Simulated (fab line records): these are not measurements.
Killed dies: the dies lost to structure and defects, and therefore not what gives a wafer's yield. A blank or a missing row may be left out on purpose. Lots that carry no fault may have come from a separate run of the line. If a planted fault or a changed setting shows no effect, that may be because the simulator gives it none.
fab line records / flow n5_finfet
[record] lots = 11 wafers = 33 last_day = 17
route steps=1938 shown GATE_CUT@513 MOL_CONTACT_COAG@526
lots that met no fault: taken from a fault-free run of the same line
start_h: hours from the record's first day to the start of the lot's first wafer shown / wait_h: how many hours have passed since the lot's step before this one / " the same as in the row above / L1.1+2: several wafers, shown together as one row / - no value, or no start given / * or withheld: withheld / < > ~ a bound
route shown NAME@n: names a module that has steps shown in the file, with the first one's number in the route / usual: average and standard deviation across the fault-free wafers / same: alike in all rows / chamber/n: place in a boat / sites: per-site readings / _std_site: standard deviation across them / _edge_site: inner sites' mean taken away from outer sites' mean / radius_mm: how far each site lies from the wafer's centre / mask NAME#n: copy n / behind: the most recent tool/chamber to have shaped the wafer / hold: cause of the lot's hold/its duration in hours/its outcome / device: which transistor (n, p or np) failed to switch / end of line: the same wafers' tests at the end of the route / a step with no rows: only its recipe / killed: the dies lost at the first sort to structure and to defects; this is not the yield of the wafer / map: dies across one wafer; x = killed, . = not, _ = none there
set.NAME: the setting as run; set.NAME@STEP: as run at that earlier step / model.NAME: the simulator's own value behind a step, which no gauge read
a sample of lots followed through the steps of the route, with each step as a table and each wafer as a row
services: the hour from which a tool's chamber was out of use, counted from the record's first day as start_h (under 0 if before that day), plus the number of hours and why
[[steps]]
[step N5_GATE_CUT_CMP_43]
[recipe] material = SiO2 post_cmp_clean = rinse_only
[usual] motor_current_A = 11.8/0.93 slurry_filter_dp_kPa = 13.49/0.15
lot.wafer=L499.4 tool=cmp-01 chamber=0 start_h=87.13 wait_h=0.2 motor_current_A=11.4 slurry_filter_dp_kPa=13.41
lot.wafer=L499.5 tool=cmp-01 chamber=2 start_h=87.13 wait_h=0.2 motor_current_A=11.5 slurry_filter_dp_kPa=13.43
lot.wafer=L499.6 tool=cmp-01 chamber=3 start_h=87.13 wait_h=0.2 motor_current_A=11.6 slurry_filter_dp_kPa=13.44
lot.wafer=L500.1 tool=cmp-03 chamber=1 start_h=95.26 wait_h=0.0 motor_current_A=12.0 slurry_filter_dp_kPa=13.46
lot.wafer=L500.3 tool=cmp-03 chamber=3 start_h=95.26 wait_h=0.0 motor_current_A=12.8 slurry_filter_dp_kPa=13.47
lot.wafer=L500.6 tool=cmp-03 chamber=1 start_h=95.26 wait_h=0.0 motor_current_A=12.3 slurry_filter_dp_kPa=13.23
lot.wafer=L501.3 tool=cmp-02 chamber=1 start_h=101.06 wait_h=0.0 motor_current_A=12.7 slurry_filter_dp_kPa=13.43
lot.wafer=L501.1 tool=cmp-02 chamber=2 start_h=101.06 wait_h=0.0 motor_current_A=12.4 slurry_filter_dp_kPa=13.34
lot.wafer=L501.5 tool=cmp-02 chamber=2 start_h=101.06 wait_h=0.0 motor_current_A=12.0 slurry_filter_dp_kPa=13.42
lot.wafer=L502.1 tool=cmp-01 chamber=3 start_h=108.64 wait_h=0.1 motor_current_A=11.6 slurry_filter_dp_kPa=13.44
lot.wafer=L502.2 tool=cmp-01 chamber=0 start_h=108.64 wait_h=0.1 motor_current_A=11.4 slurry_filter_dp_kPa=13.73
lot.wafer=L502.5 tool=cmp-01 chamber=2 start_h=108.64 wait_h=0.1 motor_current_A=11.5 slurry_filter_dp_kPa=13.62
lot.wafer=L503.1 tool=cmp-01 chamber=0 start_h=110.63 wait_h=0.0 motor_current_A=11.4 slurry_filter_dp_kPa=13.51
lot.wafer=L503.3 tool=cmp-01 chamber=2 start_h=110.63 wait_h=0.0 motor_current_A=11.5 slurry_filter_dp_kPa=13.75
lot.wafer=L503.5 tool=cmp-01 chamber=0 start_h=110.63 wait_h=0.0 motor_current_A=11.1 slurry_filter_dp_kPa=13.35
lot.wafer=L504.2 tool=cmp-02 chamber=3 start_h=116.46 wait_h=0.1 motor_current_A=12.1 slurry_filter_dp_kPa=13.81
lot.wafer=L504.4 tool=cmp-02 chamber=1 start_h=116.46 wait_h=0.1 motor_current_A=13.1 slurry_filter_dp_kPa=13.58
lot.wafer=L504.5 tool=cmp-02 chamber=3 start_h=116.46 wait_h=0.1 motor_current_A=12.1 slurry_filter_dp_kPa=13.64
lot.wafer=L505.4 tool=cmp-02 chamber=2 start_h=121.58 wait_h=0.0 motor_current_A=11.5 slurry_filter_dp_kPa=13.56
lot.wafer=L505.1 tool=cmp-02 chamber=3 start_h=121.58 wait_h=0.0 motor_current_A=11.8 slurry_filter_dp_kPa=13.82
lot.wafer=L505.6 tool=cmp-02 chamber=3 start_h=121.58 wait_h=0.0 motor_current_A=11.5 slurry_filter_dp_kPa=13.21
lot.wafer=L514.1 tool=cmp-02 chamber=0 start_h=178.66 wait_h=0.1 motor_current_A=9.9 slurry_filter_dp_kPa=13.60
lot.wafer=L514.3 tool=cmp-02 chamber=2 start_h=178.66 wait_h=0.1 motor_current_A=11.6 slurry_filter_dp_kPa=13.69
lot.wafer=L514.6 tool=cmp-02 chamber=3 start_h=178.66 wait_h=0.1 motor_current_A=12.5 slurry_filter_dp_kPa=13.42
lot.wafer=L515.3 tool=cmp-02 chamber=0 start_h=180.90 wait_h=0.0 motor_current_A=10.3 slurry_filter_dp_kPa=13.54
lot.wafer=L515.4 tool=cmp-02 chamber=1 start_h=180.90 wait_h=0.0 motor_current_A=12.8 slurry_filter_dp_kPa=13.24
lot.wafer=L515.6 tool=cmp-02 chamber=0 start_h=180.90 wait_h=0.0 motor_current_A=9.5 slurry_filter_dp_kPa=13.49
lot.wafer=L516.1 tool=cmp-03 chamber=2 start_h=189.75 wait_h=0.0 motor_current_A=12.9 slurry_filter_dp_kPa=13.72
lot.wafer=L516.2 tool=cmp-03 chamber=0 start_h=189.75 wait_h=0.0 motor_current_A=12.1 slurry_filter_dp_kPa=13.68
lot.wafer=L516.6 tool=cmp-03 chamber=2 start_h=189.75 wait_h=0.0 motor_current_A=11.8 slurry_filter_dp_kPa=13.38
lot.wafer=L521.3 tool=cmp-01 chamber=0 start_h=227.23 wait_h=0.0 motor_current_A=11.7 slurry_filter_dp_kPa=13.55
lot.wafer=L521.4 tool=cmp-01 chamber=1 start_h=227.23 wait_h=0.0 motor_current_A=11.4 slurry_filter_dp_kPa=13.56
lot.wafer=L521.6 tool=cmp-01 chamber=0 start_h=227.23 wait_h=0.0 motor_current_A=11.7 slurry_filter_dp_kPa=13.78
[step N5_MOL_CONTACT_COAG_CD_MEAS_08]
[recipe] target_cd_nm = 28 landing_energy_ev = 500 detector = se_inlens polarity = opening
[usual] cd_nm = 27.94/0.21
lot.wafer=L499.4 tool=cd_sem-01 chamber=0 start_h=88.11 wait_h=- cd_nm=27.95
lot.wafer=L499.5 tool=cd_sem-01 chamber=0 start_h=88.11 wait_h=- cd_nm=28.40
lot.wafer=L499.6 tool=cd_sem-01 chamber=0 start_h=88.11 wait_h=- cd_nm=27.94
lot.wafer=L500.1 tool=cd_sem-02 chamber=0 start_h=96.27 wait_h=- cd_nm=28.09
lot.wafer=L500.3 tool=cd_sem-02 chamber=0 start_h=96.27 wait_h=- cd_nm=27.92
lot.wafer=L500.6 tool=cd_sem-02 chamber=0 start_h=96.27 wait_h=- cd_nm=27.47
lot.wafer=L501.1 tool=cd_sem-03 chamber=0 start_h=102.07 wait_h=- cd_nm=27.66
lot.wafer=L501.3 tool=cd_sem-03 chamber=0 start_h=102.07 wait_h=- cd_nm=27.61
lot.wafer=L501.5 tool=cd_sem-03 chamber=0 start_h=102.07 wait_h=- cd_nm=27.82
lot.wafer=L502.1 tool=cd_sem-03 chamber=0 start_h=109.69 wait_h=- cd_nm=27.86
lot.wafer=L502.2 tool=cd_sem-03 chamber=0 start_h=109.69 wait_h=- cd_nm=28.39
lot.wafer=L502.5 tool=cd_sem-03 chamber=0 start_h=109.69 wait_h=- cd_nm=28.04
lot.wafer=L503.1 tool=cd_sem-03 chamber=0 start_h=111.64 wait_h=- cd_nm=28.33
lot.wafer=L503.3 tool=cd_sem-03 chamber=0 start_h=111.64 wait_h=- cd_nm=28.36
lot.wafer=L503.5 tool=cd_sem-03 chamber=0 start_h=111.64 wait_h=- cd_nm=28.04
lot.wafer=L504.2 tool=cd_sem-02 chamber=0 start_h=117.39 wait_h=- cd_nm=27.96
lot.wafer=L504.4 tool=cd_sem-02 chamber=0 start_h=117.39 wait_h=- cd_nm=28.10
lot.wafer=L504.5 tool=cd_sem-02 chamber=0 start_h=117.39 wait_h=- cd_nm=27.72
lot.wafer=L505.1 tool=cd_sem-01 chamber=0 start_h=122.71 wait_h=- cd_nm=27.93
lot.wafer=L505.4 tool=cd_sem-01 chamber=0 start_h=122.71 wait_h=- cd_nm=27.57
lot.wafer=L505.6 tool=cd_sem-01 chamber=0 start_h=122.71 wait_h=- cd_nm=28.07
lot.wafer=L514.1 tool=cd_sem-03 chamber=0 start_h=179.74 wait_h=- cd_nm=29.00
lot.wafer=L514.3 tool=cd_sem-03 chamber=0 start_h=179.74 wait_h=- cd_nm=29.18
lot.wafer=L514.6 tool=cd_sem-03 chamber=0 start_h=179.74 wait_h=- cd_nm=28.88
lot.wafer=L515.3 tool=cd_sem-03 chamber=0 start_h=181.92 wait_h=- cd_nm=28.89
lot.wafer=L515.4 tool=cd_sem-03 chamber=0 start_h=181.92 wait_h=- cd_nm=28.90
lot.wafer=L515.6 tool=cd_sem-03 chamber=0 start_h=181.92 wait_h=- cd_nm=28.91
lot.wafer=L516.1 tool=cd_sem-03 chamber=0 start_h=190.89 wait_h=- cd_nm=28.89
lot.wafer=L516.2 tool=cd_sem-03 chamber=0 start_h=190.89 wait_h=- cd_nm=28.77
lot.wafer=L516.6 tool=cd_sem-03 chamber=0 start_h=190.89 wait_h=- cd_nm=29.05
lot.wafer=L521.3 tool=cd_sem-02 chamber=0 start_h=228.51 wait_h=- cd_nm=27.67
lot.wafer=L521.4 tool=cd_sem-02 chamber=0 start_h=228.51 wait_h=- cd_nm=27.70
lot.wafer=L521.6 tool=cd_sem-02 chamber=0 start_h=228.51 wait_h=- cd_nm=28.08
[step N5_MOL_CONTACT_COAG_INSPECT_10]
[recipe] mode = adi inspect_instrument = brightfield
[usual] raw_defect_count = 80/28
lot.wafer=L499.4 tool=defect_inspect-02 chamber=- start_h=88.19 wait_h=0.0 raw_defect_count=61
lot.wafer=L499.5 tool=defect_inspect-02 chamber=- start_h=88.19 wait_h=0.0 raw_defect_count=124
lot.wafer=L499.6 tool=defect_inspect-02 chamber=- start_h=88.19 wait_h=0.0 raw_defect_count=52
lot.wafer=L500.1 tool=defect_inspect-01 chamber=- start_h=96.36 wait_h=0.1 raw_defect_count=46
lot.wafer=L500.3 tool=defect_inspect-01 chamber=- start_h=96.36 wait_h=0.1 raw_defect_count=42
lot.wafer=L500.6 tool=defect_inspect-01 chamber=- start_h=96.36 wait_h=0.1 raw_defect_count=48
lot.wafer=L501.1 tool=defect_inspect-01 chamber=- start_h=102.17 wait_h=0.1 raw_defect_count=102
lot.wafer=L501.3 tool=defect_inspect-01 chamber=- start_h=102.17 wait_h=0.1 raw_defect_count=74
lot.wafer=L501.5 tool=defect_inspect-01 chamber=- start_h=102.17 wait_h=0.1 raw_defect_count=99
lot.wafer=L502.1 tool=defect_inspect-01 chamber=- start_h=109.78 wait_h=0.1 raw_defect_count=100
lot.wafer=L502.2 tool=defect_inspect-01 chamber=- start_h=109.78 wait_h=0.1 raw_defect_count=77
lot.wafer=L502.5 tool=defect_inspect-01 chamber=- start_h=109.78 wait_h=0.1 raw_defect_count=86
lot.wafer=L503.1 tool=defect_inspect-01 chamber=- start_h=111.73 wait_h=0.1 raw_defect_count=88
lot.wafer=L503.3 tool=defect_inspect-01 chamber=- start_h=111.73 wait_h=0.1 raw_defect_count=104
lot.wafer=L503.5 tool=defect_inspect-01 chamber=- start_h=111.73 wait_h=0.1 raw_defect_count=87
lot.wafer=L504.2 tool=defect_inspect-02 chamber=- start_h=117.48 wait_h=0.0 raw_defect_count=93
lot.wafer=L504.4 tool=defect_inspect-02 chamber=- start_h=117.48 wait_h=0.0 raw_defect_count=46
lot.wafer=L504.5 tool=defect_inspect-02 chamber=- start_h=117.48 wait_h=0.0 raw_defect_count=111
lot.wafer=L505.1 tool=defect_inspect-01 chamber=- start_h=122.80 wait_h=0.1 raw_defect_count=259
lot.wafer=L505.4 tool=defect_inspect-01 chamber=- start_h=122.80 wait_h=0.1 raw_defect_count=130
lot.wafer=L505.6 tool=defect_inspect-01 chamber=- start_h=122.80 wait_h=0.1 raw_defect_count=175
lot.wafer=L514.1 tool=defect_inspect-02 chamber=- start_h=179.83 wait_h=0.1 raw_defect_count=76
lot.wafer=L514.3 tool=defect_inspect-02 chamber=- start_h=179.83 wait_h=0.1 raw_defect_count=99
lot.wafer=L514.6 tool=defect_inspect-02 chamber=- start_h=179.83 wait_h=0.1 raw_defect_count=90
lot.wafer=L515.3 tool=defect_inspect-01 chamber=- start_h=182.00 wait_h=0.0 raw_defect_count=86
lot.wafer=L515.4 tool=defect_inspect-01 chamber=- start_h=182.00 wait_h=0.0 raw_defect_count=82
lot.wafer=L515.6 tool=defect_inspect-01 chamber=- start_h=182.00 wait_h=0.0 raw_defect_count=96
lot.wafer=L516.1 tool=defect_inspect-02 chamber=- start_h=190.97 wait_h=0.1 raw_defect_count=61
lot.wafer=L516.2 tool=defect_inspect-02 chamber=- start_h=190.97 wait_h=0.1 raw_defect_count=89
lot.wafer=L516.6 tool=defect_inspect-02 chamber=- start_h=190.97 wait_h=0.1 raw_defect_count=113
lot.wafer=L521.3 tool=defect_inspect-02 chamber=- start_h=228.60 wait_h=0.0 raw_defect_count=85
lot.wafer=L521.4 tool=defect_inspect-02 chamber=- start_h=228.60 wait_h=0.0 raw_defect_count=65
lot.wafer=L521.6 tool=defect_inspect-02 chamber=- start_h=228.60 wait_h=0.0 raw_defect_count=44
[step N5_MOL_CONTACT_COAG_ETCH_15]
[recipe] chemistry = CH3F/O2 target = SiNx target_depth_a = 70 mask_material = SOC stop_on = Si:P over_etch_frac = 0.75 ion_energy_ev = 120 pressure_mtorr = 30 source_w = 395 bias_w = 73 Ar_flow_sccm = 150 CH3F_flow_sccm = 30 O2_flow_sccm = 20
[usual] bias_w = 72.99/0.25 drypump_motor_current_A = 5.8/0.34 oes_product_au = 0.57/0.057 rf_vpp_V = 298/3.9 showerhead_plenum_p_Torr = 2.03/0.065 throttle_valve_pct = 16.33/0.27
lot.wafer=L499.4 tool=rie_diel-05 chamber=1 start_h=88.44 wait_h=0.0 bias_w=73.28 drypump_motor_current_A=5.5 oes_product_au=0.53 rf_hours_counter_h=155 rf_vpp_V=303 showerhead_plenum_p_Torr=2.08 throttle_valve_pct=16.34
lot.wafer=L499.5 tool=rie_diel-05 chamber=1 start_h=88.44 wait_h=0.0 bias_w=72.62 drypump_motor_current_A=5.5 oes_product_au=0.53 rf_hours_counter_h=- rf_vpp_V=302 showerhead_plenum_p_Torr=2.08 throttle_valve_pct=16.35
lot.wafer=L499.6 tool=rie_diel-05 chamber=0 start_h=88.44 wait_h=0.0 bias_w=73.34 drypump_motor_current_A=5.7 oes_product_au=0.68 rf_hours_counter_h=- rf_vpp_V=296 showerhead_plenum_p_Torr=2.14 throttle_valve_pct=15.98
lot.wafer=L500.1 tool=rie_diel-04 chamber=1 start_h=96.62 wait_h=0.0 bias_w=72.86 drypump_motor_current_A=6.4 oes_product_au=0.51 rf_hours_counter_h=214 rf_vpp_V=294 showerhead_plenum_p_Torr=2.07 throttle_valve_pct=16.62
lot.wafer=L500.3 tool=rie_diel-04 chamber=3 start_h=96.62 wait_h=0.0 bias_w=72.91 drypump_motor_current_A=6.2 oes_product_au=0.56 rf_hours_counter_h=146 rf_vpp_V=296 showerhead_plenum_p_Torr=2.00 throttle_valve_pct=16.55
lot.wafer=L500.6 tool=rie_diel-04 chamber=2 start_h=96.62 wait_h=0.0 bias_w=72.85 drypump_motor_current_A=6.0 oes_product_au=0.57 rf_hours_counter_h=- rf_vpp_V=298 showerhead_plenum_p_Torr=1.99 throttle_valve_pct=16.61
lot.wafer=L501.1 tool=rie_diel-03 chamber=0 start_h=102.42 wait_h=0.0 bias_w=73.02 drypump_motor_current_A=5.6 oes_product_au=0.51 rf_hours_counter_h=213 rf_vpp_V=302 showerhead_plenum_p_Torr=2.06 throttle_valve_pct=16.60
lot.wafer=L501.3 tool=rie_diel-03 chamber=1 start_h=102.42 wait_h=0.0 bias_w=72.82 drypump_motor_current_A=5.4 oes_product_au=0.56 rf_hours_counter_h=139 rf_vpp_V=293 showerhead_plenum_p_Torr=1.92 throttle_valve_pct=15.92
lot.wafer=L501.5 tool=rie_diel-03 chamber=0 start_h=102.42 wait_h=0.0 bias_w=73.05 drypump_motor_current_A=5.7 oes_product_au=0.51 rf_hours_counter_h=- rf_vpp_V=302 showerhead_plenum_p_Torr=2.06 throttle_valve_pct=16.59
lot.wafer=L502.1 tool=rie_diel-05 chamber=3 start_h=110.03 wait_h=0.0 bias_w=73.03 drypump_motor_current_A=5.8 oes_product_au=0.64 rf_hours_counter_h=29 rf_vpp_V=292 showerhead_plenum_p_Torr=1.96 throttle_valve_pct=16.16
lot.wafer=L502.2 tool=rie_diel-05 chamber=1 start_h=110.03 wait_h=0.0 bias_w=73.13 drypump_motor_current_A=5.5 oes_product_au=0.53 rf_hours_counter_h=163 rf_vpp_V=303 showerhead_plenum_p_Torr=2.07 throttle_valve_pct=16.37
lot.wafer=L502.5 tool=rie_diel-05 chamber=0 start_h=110.03 wait_h=0.0 bias_w=72.93 drypump_motor_current_A=5.7 oes_product_au=0.65 rf_hours_counter_h=- rf_vpp_V=297 showerhead_plenum_p_Torr=2.14 throttle_valve_pct=15.99
lot.wafer=L503.1 tool=rie_diel-03 chamber=2 start_h=112.09 wait_h=0.0 bias_w=72.58 drypump_motor_current_A=5.8 oes_product_au=0.67 rf_hours_counter_h=26 rf_vpp_V=300 showerhead_plenum_p_Torr=2.13 throttle_valve_pct=15.97
lot.wafer=L503.3 tool=rie_diel-03 chamber=1 start_h=112.09 wait_h=0.0 bias_w=73.23 drypump_motor_current_A=5.4 oes_product_au=0.56 rf_hours_counter_h=- rf_vpp_V=293 showerhead_plenum_p_Torr=1.92 throttle_valve_pct=15.91
lot.wafer=L503.5 tool=rie_diel-03 chamber=1 start_h=112.09 wait_h=0.0 bias_w=73.20 drypump_motor_current_A=5.4 oes_product_au=0.56 rf_hours_counter_h=- rf_vpp_V=292 showerhead_plenum_p_Torr=1.92 throttle_valve_pct=15.92
lot.wafer=L504.2 tool=rie_diel-03 chamber=2 start_h=117.84 wait_h=0.0 bias_w=72.87 drypump_motor_current_A=5.8 oes_product_au=0.68 rf_hours_counter_h=28 rf_vpp_V=299 showerhead_plenum_p_Torr=2.13 throttle_valve_pct=15.97
lot.wafer=L504.4 tool=rie_diel-03 chamber=1 start_h=117.84 wait_h=0.0 bias_w=72.41 drypump_motor_current_A=5.4 oes_product_au=0.57 rf_hours_counter_h=- rf_vpp_V=293 showerhead_plenum_p_Torr=1.92 throttle_valve_pct=15.92
lot.wafer=L504.5 tool=rie_diel-03 chamber=1 start_h=117.84 wait_h=0.0 bias_w=73.00 drypump_motor_current_A=5.4 oes_product_au=0.56 rf_hours_counter_h=- rf_vpp_V=293 showerhead_plenum_p_Torr=1.92 throttle_valve_pct=15.92
lot.wafer=L505.1 tool=rie_diel-04 chamber=1 start_h=123.05 wait_h=0.0 bias_w=73.13 drypump_motor_current_A=6.4 oes_product_au=0.51 rf_hours_counter_h=225 rf_vpp_V=295 showerhead_plenum_p_Torr=2.06 throttle_valve_pct=16.64
lot.wafer=L505.4 tool=rie_diel-04 chamber=0 start_h=123.05 wait_h=0.0 bias_w=73.06 drypump_motor_current_A=6.2 oes_product_au=0.53 rf_hours_counter_h=- rf_vpp_V=301 showerhead_plenum_p_Torr=2.06 throttle_valve_pct=16.40
lot.wafer=L505.6 tool=rie_diel-04 chamber=1 start_h=123.05 wait_h=0.0 bias_w=72.96 drypump_motor_current_A=6.5 oes_product_au=0.51 rf_hours_counter_h=- rf_vpp_V=297 showerhead_plenum_p_Torr=2.06 throttle_valve_pct=16.63
lot.wafer=L514.1 tool=rie_diel-04 chamber=3 start_h=180.08 wait_h=0.0 bias_w=72.77 drypump_motor_current_A=6.2 oes_product_au=0.55 rf_hours_counter_h=178 rf_vpp_V=299 showerhead_plenum_p_Torr=1.99 throttle_valve_pct=16.63
lot.wafer=L514.3 tool=rie_diel-04 chamber=0 start_h=180.08 wait_h=0.0 bias_w=72.58 drypump_motor_current_A=6.3 oes_product_au=0.52 rf_hours_counter_h=227 rf_vpp_V=301 showerhead_plenum_p_Torr=2.05 throttle_valve_pct=16.43
lot.wafer=L514.6 tool=rie_diel-04 chamber=3 start_h=180.08 wait_h=0.0 bias_w=72.81 drypump_motor_current_A=6.2 oes_product_au=0.55 rf_hours_counter_h=- rf_vpp_V=296 showerhead_plenum_p_Torr=1.99 throttle_valve_pct=16.62
lot.wafer=L515.3 tool=rie_diel-05 chamber=1 start_h=182.25 wait_h=0.0 bias_w=73.05 drypump_motor_current_A=5.5 oes_product_au=0.52 rf_hours_counter_h=186 rf_vpp_V=304 showerhead_plenum_p_Torr=2.07 throttle_valve_pct=16.41
lot.wafer=L515.4 tool=rie_diel-05 chamber=3 start_h=182.25 wait_h=0.0 bias_w=72.86 drypump_motor_current_A=5.8 oes_product_au=0.60 rf_hours_counter_h=53 rf_vpp_V=291 showerhead_plenum_p_Torr=1.95 throttle_valve_pct=16.20
lot.wafer=L515.6 tool=rie_diel-05 chamber=0 start_h=182.25 wait_h=0.0 bias_w=73.05 drypump_motor_current_A=5.6 oes_product_au=0.63 rf_hours_counter_h=- rf_vpp_V=297 showerhead_plenum_p_Torr=2.13 throttle_valve_pct=16.04
lot.wafer=L516.1 tool=rie_diel-04 chamber=3 start_h=191.23 wait_h=0.0 bias_w=73.07 drypump_motor_current_A=6.3 oes_product_au=0.55 rf_hours_counter_h=181 rf_vpp_V=295 showerhead_plenum_p_Torr=1.99 throttle_valve_pct=16.62
lot.wafer=L516.2 tool=rie_diel-04 chamber=2 start_h=191.23 wait_h=0.0 bias_w=72.85 drypump_motor_current_A=6.1 oes_product_au=0.55 rf_hours_counter_h=166 rf_vpp_V=299 showerhead_plenum_p_Torr=1.99 throttle_valve_pct=16.69
lot.wafer=L516.6 tool=rie_diel-04 chamber=0 start_h=191.23 wait_h=0.0 bias_w=72.99 drypump_motor_current_A=6.3 oes_product_au=0.51 rf_hours_counter_h=- rf_vpp_V=301 showerhead_plenum_p_Torr=2.05 throttle_valve_pct=16.44
lot.wafer=L521.3 tool=rie_diel-05 chamber=1 start_h=229.06 wait_h=0.0 bias_w=72.96 drypump_motor_current_A=5.5 oes_product_au=0.51 rf_hours_counter_h=203 rf_vpp_V=304 showerhead_plenum_p_Torr=2.06 throttle_valve_pct=16.46
lot.wafer=L521.4 tool=rie_diel-05 chamber=0 start_h=229.06 wait_h=0.0 bias_w=73.35 drypump_motor_current_A=5.6 oes_product_au=0.61 rf_hours_counter_h=53 rf_vpp_V=298 showerhead_plenum_p_Torr=2.13 throttle_valve_pct=16.04
lot.wafer=L521.6 tool=rie_diel-05 chamber=3 start_h=229.06 wait_h=0.0 bias_w=73.21 drypump_motor_current_A=5.8 oes_product_au=0.59 rf_hours_counter_h=- rf_vpp_V=292 showerhead_plenum_p_Torr=1.94 throttle_valve_pct=16.22
[[services]]
tool=rie_diel-04 chamber=2 start_h=65.79 hours=6.7 kind=repair
tool=cmp-02 chamber=- start_h=68.71 hours=4.2 kind=repair
tool=cmp-02 chamber=- start_h=93.50 hours=4.2 kind=repair
tool=rie_diel-03 chamber=3 start_h=95.34 hours=22.6 kind=repair
tool=cmp-01 chamber=- start_h=101.93 hours=0.7 kind=repair
tool=cmp-03 chamber=- start_h=103.29 hours=3.8 kind=repair
tool=rie_diel-03 chamber=0 start_h=103.91 hours=18.7 kind=repair
tool=cmp-03 chamber=- start_h=107.12 hours=5.7 kind=pm
tool=rie_diel-03 chamber=- start_h=112.50 hours=2.8 kind=repair
tool=rie_diel-04 chamber=2 start_h=116.92 hours=6.0 kind=repair
tool=cmp-03 chamber=- start_h=123.72 hours=1.0 kind=repair
tool=cmp-03 chamber=- start_h=143.32 hours=18.2 kind=repair
tool=cmp-03 chamber=- start_h=171.73 hours=4.0 kind=pm
tool=cmp-03 chamber=- start_h=175.73 hours=- kind=consumable_replace:conditioner
tool=cmp-03 chamber=- start_h=175.73 hours=- kind=consumable_replace:pad
tool=rie_diel-04 chamber=1 start_h=198.07 hours=- kind=clean
tool=rie_diel-04 chamber=1 start_h=198.07 hours=- kind=consumable_replace:focus_ring
tool=rie_diel-04 chamber=1 start_h=198.07 hours=16.8 kind=scheduled_down
tool=rie_diel-04 chamber=1 start_h=198.07 hours=16.8 kind=vent_cycle
tool=cmp-02 chamber=- start_h=202.10 hours=0.9 kind=repair
tool=cmp-03 chamber=- start_h=204.25 hours=0.4 kind=repair
tool=cmp-02 chamber=- start_h=213.47 hours=1.6 kind=repair
tool=rie_diel-05 chamber=0 start_h=219.57 hours=8.4 kind=repair
tool=cmp-02 chamber=- start_h=225.03 hours=1.2 kind=repair
[[key]]
[first_sign] step = N5_MOL_CONTACT_COAG_CD_MEAS_08 reading = cd_nm direction = up sigmas = 4.8 usual = 27.94 struck = 28.94
effect none on later readings
met_at N5_MOL_CONTACT_COAG_CD_MEAS_08
struck_lots L514,L515,L516
tester_left_out L514,L515,L516
[loop_trim] step = N5_MOL_CONTACT_COAG_EXPOSE_05 setting = dose lots = L515
not_acting_at N5_GATE_CUT_CMP_43,N5_MOL_CONTACT_COAG_INSPECT_10,N5_MOL_CONTACT_COAG_ETCH_15
onset_between 111.64 179.74
[fault] kind = metrology_matching_offset tool = cd_sem-03 chamber = - onset_h = 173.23 steps = N5_MOL_CONTACT_COAG_CD_MEAS_08 param = cd_nm offset = 1.0756
// tester_left_out: of these lots the tester's yield and bins aren't shown, on N5 and GAA mostly nor the transistor test; their killed dies are dies lost to structure and defects alone, not to doping, threshold or leakage, so they don't give the yield
// loop_trim: a control loop set the setting to another value than it would have without faults
